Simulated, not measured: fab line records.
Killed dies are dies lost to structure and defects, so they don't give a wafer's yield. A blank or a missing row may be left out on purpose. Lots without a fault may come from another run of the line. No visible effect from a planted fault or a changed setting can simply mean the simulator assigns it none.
Which tool was responsible? :: flow n5 finfet :: 24 lots, 72 wafers sampled, at 4 steps of a route of 1938

WHAT EACH GAUGE READ, for each wafer
N5_BEOL_M12_INSPECT_12: inspects for defects (macro). Usual: 2.0 for raw defect count, sd 1.4.
lot: L074
measured: day 10 20:04
on: defect inspect-01
raw defect count: 0 1 3
flag: 

lot: L075
measured: day 10 21:12
on: defect inspect-02
raw defect count: 3 2 3
flag: 

lot: L077
measured: day 11 01:52
on: defect inspect-01
raw defect count: 0 1 1
flag: 

lot: L076
measured: day 11 02:35
on: defect inspect-01
raw defect count: 1 3 3
flag: 

lot: L078
measured: day 12 04:18
on: defect inspect-02
raw defect count: 2 2 2
flag: 

lot: L079
measured: day 12 06:14
on: defect inspect-02
raw defect count: 2 1 1
flag: 

lot: L081
measured: day 12 12:07
on: defect inspect-01
raw defect count: 1 1 4
flag: 

lot: L082
measured: day 12 20:17
on: defect inspect-02
raw defect count: 3 1 2
flag: 

lot: L080
measured: day 13 02:53
on: defect inspect-01
raw defect count: 3 2 2
flag: 

lot: L083
measured: day 13 06:27
on: defect inspect-01
raw defect count: 0 0 4
flag: 

lot: L086
measured: day 13 14:58
on: defect inspect-01
raw defect count: 2 4 2
flag: 

lot: L085
measured: day 13 15:12
on: defect inspect-01
raw defect count: 1 0 3
flag: 

lot: L084
measured: day 13 18:43
on: defect inspect-02
raw defect count: 4 1 4
flag: 

lot: L087
measured: day 13 23:18
on: defect inspect-02
raw defect count: 2 1 2
flag: 

lot: L088
measured: day 13 23:55
on: defect inspect-01
raw defect count: 3 2 5
flag: 

lot: L089
measured: day 14 12:04
on: defect inspect-02
raw defect count: 2 2 0
flag: 

lot: L090
measured: day 14 12:14
on: defect inspect-02
raw defect count: 3 1 1
flag: 

lot: L092
measured: day 14 22:52
on: defect inspect-01
raw defect count: 1 2 2
flag: 

lot: L091
measured: day 15 08:40
on: defect inspect-02
raw defect count: 0 4 1
flag: 

lot: L093
measured: day 15 09:29
on: defect inspect-01
raw defect count: 2 2 0
flag: 

lot: L094
measured: day 15 17:00
on: defect inspect-01
raw defect count: 3 2 2
flag: 

lot: L095
measured: day 15 23:43
on: defect inspect-01
raw defect count: 2 3 3
flag: 

lot: L096
measured: day 16 09:07
on: defect inspect-01
raw defect count: 2 1 1
flag: 

lot: L097
measured: day 17 06:41
on: defect inspect-01
raw defect count: 1 2 1
flag: 

N5_BEOL_M13_THK_MEAS_01. Usual: M13_ILD_THK 837 nm, standard deviation 9.9.
lot: L074
measured: day 11 01:55
on: film metro-02
M13_ILD_THK (nm): 838 831 840
flag: 

lot: L075
measured: day 11 02:24
on: film metro-02
M13_ILD_THK (nm): 840 853 834
flag: 

lot: L077
measured: day 11 05:28
on: film metro-01
M13_ILD_THK (nm): 838 845 837
flag: 

lot: L076
measured: day 11 08:45
on: film metro-01
M13_ILD_THK (nm): 824 839 839
flag: 

lot: L078
measured: day 12 11:49
on: film metro-02
M13_ILD_THK (nm): 830 841 841
flag: 

lot: L079
measured: day 12 12:28
on: film metro-01
M13_ILD_THK (nm): 826 858 840
flag: 

lot: L081
measured: day 12 17:00
on: film metro-01
M13_ILD_THK (nm): 832 839 835
flag: 

lot: L082
measured: day 13 01:29
on: film metro-01
M13_ILD_THK (nm): 830 834 835
flag: 

lot: L080
measured: day 13 10:35
on: film metro-02
M13_ILD_THK (nm): 850 851 852
flag: 

lot: L083
measured: day 13 13:14
on: film metro-01
M13_ILD_THK (nm): 836 835 842
flag: 

lot: L086
measured: day 13 18:59
on: film metro-02
M13_ILD_THK (nm): 828 827 833
flag: 

lot: L085
measured: day 13 22:25
on: film metro-01
M13_ILD_THK (nm): 831 847 849
flag: 

lot: L084
measured: day 14 00:23
on: film metro-02
M13_ILD_THK (nm): 828 840 839
flag: 

lot: L087
measured: day 14 04:47
on: film metro-01
M13_ILD_THK (nm): 835 831 841
flag: 

lot: L088
measured: day 14 06:44
on: film metro-02
M13_ILD_THK (nm): 820 838 835
flag: 

lot: L089
measured: day 14 19:04
on: film metro-01
M13_ILD_THK (nm): 827 848 828
flag: 

lot: L090
measured: day 14 20:23
on: film metro-01
M13_ILD_THK (nm): 838 840 830
flag: 

lot: L092
measured: day 15 03:32
on: film metro-01
M13_ILD_THK (nm): 835 857 836
flag: 

lot: L091
measured: day 15 12:09
on: film metro-02
M13_ILD_THK (nm): 834 836 834
flag: 

lot: L093
measured: day 15 14:02
on: film metro-01
M13_ILD_THK (nm): 840 859 858
flag: 

lot: L094
measured: day 15 23:36
on: film metro-02
M13_ILD_THK (nm): 831 840 851
flag: 

lot: L095
measured: day 16 03:45
on: film metro-02
M13_ILD_THK (nm): 834 831 854
flag: 

lot: L096
measured: day 16 17:13
on: film metro-02
M13_ILD_THK (nm): 826 841 830
flag: 

lot: L097
measured: day 17 11:26
on: film metro-02
M13_ILD_THK (nm): 824 815 838
flag: 

N5_BEOL_M13_OVL_MEAS_11. Usual: V12_OVL -2 nm, standard deviation 6.4.
lot: L074
measured: day 11 02:16
on: overlay-01
V12_OVL (nm): 6 -2 3
flag: 

lot: L075
measured: day 11 02:52
on: overlay-02
V12_OVL (nm): -8 -4 3
flag: 

lot: L077
measured: day 11 05:48
on: overlay-01
V12_OVL (nm): -9 -19 -4
flag: 

lot: L076
measured: day 11 09:07
on: overlay-01
V12_OVL (nm): -7 2 -2
flag: 

lot: L078
measured: day 12 12:16
on: overlay-02
V12_OVL (nm): -6 -6 -7
flag: 

lot: L079
measured: day 12 12:49
on: overlay-02
V12_OVL (nm): -3 4 -4
flag: 

lot: L081
measured: day 12 17:27
on: overlay-02
V12_OVL (nm): 1 -3 -5
flag: 

lot: L082
measured: day 13 01:57
on: overlay-01
V12_OVL (nm): -2 7 -3
flag: 

lot: L080
measured: day 13 10:55
on: overlay-02
V12_OVL (nm): 9 4 11
flag: 

lot: L083
measured: day 13 13:41
on: overlay-01
V12_OVL (nm): 10 5 8
flag: 

lot: L086
measured: day 13 19:19
on: overlay-01
V12_OVL (nm): 8 1 8
flag: 

lot: L085
measured: day 13 22:46
on: overlay-02
V12_OVL (nm): -2 -4 -5
flag: 

lot: L084
measured: day 14 00:43
on: overlay-01
V12_OVL (nm): -3 -1 -7
flag: 

lot: L087
measured: day 14 05:07
on: overlay-02
V12_OVL (nm): 0 -2 -7
flag: 

lot: L088
measured: day 14 07:04
on: overlay-02
V12_OVL (nm): 1 -5 3
flag: 

lot: L089
measured: day 14 19:25
on: overlay-02
V12_OVL (nm): -2 0 -12
flag: 

lot: L090
measured: day 14 20:43
on: overlay-01
V12_OVL (nm): 3 -7 -3
flag: 

lot: L092
measured: day 15 03:52
on: overlay-02
V12_OVL (nm): -20 -18 -7
flag: 

lot: L091
measured: day 15 12:29
on: overlay-02
V12_OVL (nm): 1 8 6
flag: 

lot: L093
measured: day 15 14:23
on: overlay-01
V12_OVL (nm): -2 2 -5
flag: 

lot: L094
measured: day 16 00:04
on: overlay-02
V12_OVL (nm): 10 1 -4
flag: 

lot: L095
measured: day 16 04:05
on: overlay-02
V12_OVL (nm): 5 1 3
flag: 

lot: L096
measured: day 16 17:33
on: overlay-02
V12_OVL (nm): 5 -4 0
flag: 

lot: L097
measured: day 17 11:56
on: overlay-02
V12_OVL (nm): -3 2 3
flag: 

EACH LOT AND THE TOOL THAT RAN IT (in order: tool; ch and the chambers of the sampled wafers; start)
lot: L074
N5_BEOL_M12_DEP_53: pecvd-03 ch 0,1,2, day 11 01:39

lot: L075
N5_BEOL_M12_DEP_53: pecvd-04 ch 0,1,2, day 11 02:08

lot: L077
N5_BEOL_M12_DEP_53: pecvd-03 ch 0,1, day 11 05:08

lot: L076
N5_BEOL_M12_DEP_53: pecvd-01 ch 0,1, day 11 08:28

lot: L078
N5_BEOL_M12_DEP_53: pecvd-01 ch 0,1,2, day 12 11:32

lot: L079
N5_BEOL_M12_DEP_53: pecvd-03 ch 0,2, day 12 12:12

lot: L081
N5_BEOL_M12_DEP_53: pecvd-03 ch 1,2, day 12 16:43

lot: L082
N5_BEOL_M12_DEP_53: pecvd-03 ch 0,1,2, day 13 01:13

lot: L080
N5_BEOL_M12_DEP_53: pecvd-03 ch 0,1,2, day 13 10:20

lot: L083
N5_BEOL_M12_DEP_53: pecvd-04 ch 0,1, day 13 12:57

lot: L086
N5_BEOL_M12_DEP_53: pecvd-03 ch 0,1,2, day 13 18:43

lot: L085
N5_BEOL_M12_DEP_53: pecvd-03 ch 0,2, day 13 22:09

lot: L084
N5_BEOL_M12_DEP_53: pecvd-01 ch 0,1, day 14 00:07

lot: L087
N5_BEOL_M12_DEP_53: pecvd-04 ch 0,1, day 14 04:31

lot: L088
N5_BEOL_M12_DEP_53: pecvd-04 ch 1,2, day 14 06:28

lot: L089
N5_BEOL_M12_DEP_53: pecvd-04 ch 0,1,2, day 14 18:48

lot: L090
N5_BEOL_M12_DEP_53: pecvd-04 ch 0,1,2, day 14 20:06

lot: L092
N5_BEOL_M12_DEP_53: pecvd-04 ch 0,1,2, day 15 03:17

lot: L091
N5_BEOL_M12_DEP_53: pecvd-03 ch 0,2, day 15 11:52

lot: L093
N5_BEOL_M12_DEP_53: pecvd-01 ch 0,1,2, day 15 13:46

lot: L094
N5_BEOL_M12_DEP_53: pecvd-03 ch 0,2, day 15 23:19

lot: L095
N5_BEOL_M12_DEP_53: pecvd-04 ch 0,2, day 16 03:28

lot: L096
N5_BEOL_M12_DEP_53: pecvd-04 ch 0,1, day 16 16:52

lot: L097
N5_BEOL_M12_DEP_53: pecvd-03 ch 0,2, day 17 11:10
- N5_BEOL_M12_DEP_53: deposits SiCN from 3MS/NH3, target thk 30 nm, time 10.5 s.

AS READ BY THE TOOLS THEMSELVES (means over the sampled wafers that have a number; for cases with no such wafer, the mark the record gives instead)
N5_BEOL_M12_DEP_53. Usual: showerhead plenum p Torr 4.162 Torr, standard deviation 0.022; throttle valve pct 17.9 %, standard deviation 0.89.
lot: L074
tool: pecvd-03
showerhead plenum p Torr (Torr): 4.173
throttle valve pct (%): 17.5
flag: 

lot: L075
tool: pecvd-04
showerhead plenum p Torr (Torr): 4.146
throttle valve pct (%): 17.9
flag: 

lot: L077
tool: pecvd-03
showerhead plenum p Torr (Torr): 4.188
throttle valve pct (%): 17.8
flag: 

lot: L076
tool: pecvd-01
showerhead plenum p Torr (Torr): 4.184
throttle valve pct (%): 18.4
flag: 

lot: L078
tool: pecvd-01
showerhead plenum p Torr (Torr): 4.183
throttle valve pct (%): 18.5
flag: 

lot: L079
tool: pecvd-03
showerhead plenum p Torr (Torr): 4.151
throttle valve pct (%): 17.4
flag: 

lot: L081
tool: pecvd-03
showerhead plenum p Torr (Torr): 4.163
throttle valve pct (%): 17.3
flag: 

lot: L082
tool: pecvd-03
showerhead plenum p Torr (Torr): 4.175
throttle valve pct (%): 17.7
flag: 

lot: L080
tool: pecvd-03
showerhead plenum p Torr (Torr): 4.175
throttle valve pct (%): 17.7
flag: 

lot: L083
tool: pecvd-04
showerhead plenum p Torr (Torr): 4.143
throttle valve pct (%): 17.5
flag: 

lot: L086
tool: pecvd-03
showerhead plenum p Torr (Torr): 4.172
throttle valve pct (%): 17.7
flag: 

lot: L085
tool: pecvd-03
showerhead plenum p Torr (Torr): 4.154
throttle valve pct (%): 17.5
flag: 

lot: L084
tool: pecvd-01
showerhead plenum p Torr (Torr): 4.192
throttle valve pct (%): 18.4
flag: 

lot: L087
tool: pecvd-04
showerhead plenum p Torr (Torr): 4.145
throttle valve pct (%): 17.6
flag: 

lot: L088
tool: pecvd-04
showerhead plenum p Torr (Torr): 4.134
throttle valve pct (%): 18.7
flag: 

lot: L089
tool: pecvd-04
showerhead plenum p Torr (Torr): 4.140
throttle valve pct (%): 18.1
flag: 

lot: L090
tool: pecvd-04
showerhead plenum p Torr (Torr): 4.131
throttle valve pct (%): 18.2
flag: 

lot: L092
tool: pecvd-04
showerhead plenum p Torr (Torr): 4.140
throttle valve pct (%): 18.1
flag: 

lot: L091
tool: pecvd-03
showerhead plenum p Torr (Torr): 4.156
throttle valve pct (%): 17.4
flag: 

lot: L093
tool: pecvd-01
showerhead plenum p Torr (Torr): 4.184
throttle valve pct (%): 18.5
flag: 

lot: L094
tool: pecvd-03
showerhead plenum p Torr (Torr): 4.152
throttle valve pct (%): 17.4
flag: 

lot: L095
tool: pecvd-04
showerhead plenum p Torr (Torr): 4.145
throttle valve pct (%): 18.1
flag: 

lot: L096
tool: pecvd-04
showerhead plenum p Torr (Torr): 4.149
throttle valve pct (%): 16.3
flag: 

lot: L097
tool: pecvd-03
showerhead plenum p Torr (Torr): 4.153
throttle valve pct (%): 17.6
flag: 

THE ANSWER, worked out from the rows above alone
Rule: lot off if the mean of its wafers having a number is beyond 3 standard deviations from the usual mean. A lot without any number at a reading at which 4 lots or more have one is off too. All remaining lots with rows at the step are treated as sound. Order of review: gauges by route order, followed by the tools' own readings, for which a lot's mean as printed above is used. At the first step where some lot is off, the reading lying furthest off is the one used; lots without a number count as furthest.
No lot is off at any reading shown: from this, nothing can be told.

WHAT THE SIMULATOR HAD PUT IN
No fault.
